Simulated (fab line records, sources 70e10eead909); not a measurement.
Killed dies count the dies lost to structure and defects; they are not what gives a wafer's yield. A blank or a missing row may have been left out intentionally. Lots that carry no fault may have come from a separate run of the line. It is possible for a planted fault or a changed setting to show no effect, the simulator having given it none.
Matching of chambers | flow nandHarc | pecvd-01 running NHARC_P_M2_DEP_33: 3 sister chambers
The step deposits SiCN, target thk 30 nm. 3 wafers are shown with their chamber, then 10 later ones without.

EACH WAFER AND ITS CHAMBER
wafer  | chamber | heaterPowerW (W)
L086.5 | 2       | 538
L089.2 | 0       | 570
L089.5 | 1       | 772

WAFERS WITH NO CHAMBER GIVEN
wafer  | heaterPowerW (W)
L089.6 | 555
L088.2 | 744
L088.3 | 508
L088.5 | 556
L091.2 | 542
L091.4 | 788
L091.6 | 609
L093.1 | 745
L093.4 | 620
L093.6 | 557

WHICH CHAMBER EACH ONE RAN IN
wafer  | from the rows above     | in truth
L089.6 | can't be placed: 0 or 2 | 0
L088.2 | 1                       | 1
L088.3 | can't be placed: 2 or 0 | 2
L088.5 | can't be placed: 0 or 2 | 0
L091.2 | can't be placed: 2 or 0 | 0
L091.4 | 1                       | 1
L091.6 | can't be placed: 0 or 2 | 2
L093.1 | 1                       | 1
L093.4 | can't be placed: 0 or 2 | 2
L093.6 | can't be placed: 0 or 2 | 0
Correctly placed: 3 of 10. Can't be placed from these rows: 7 (the true chamber is among the candidates in 7). Wrongly placed: 0.
How it was worked out, from the rows above alone: a wafer's distance from a chamber is the root of the sum, over the readings, of the square of ((its reading less the chamber's mean) divided by the reading's scatter). If the next closest chamber is less than 2 further off than the closest, the wafer can't be placed; otherwise it belongs to the closest. Each chamber's mean is taken over the wafers shown for it. The scatter (one wafer shown for each chamber): square how far every hidden wafer sits from the nearest shown wafer, average those squares and take the square root.
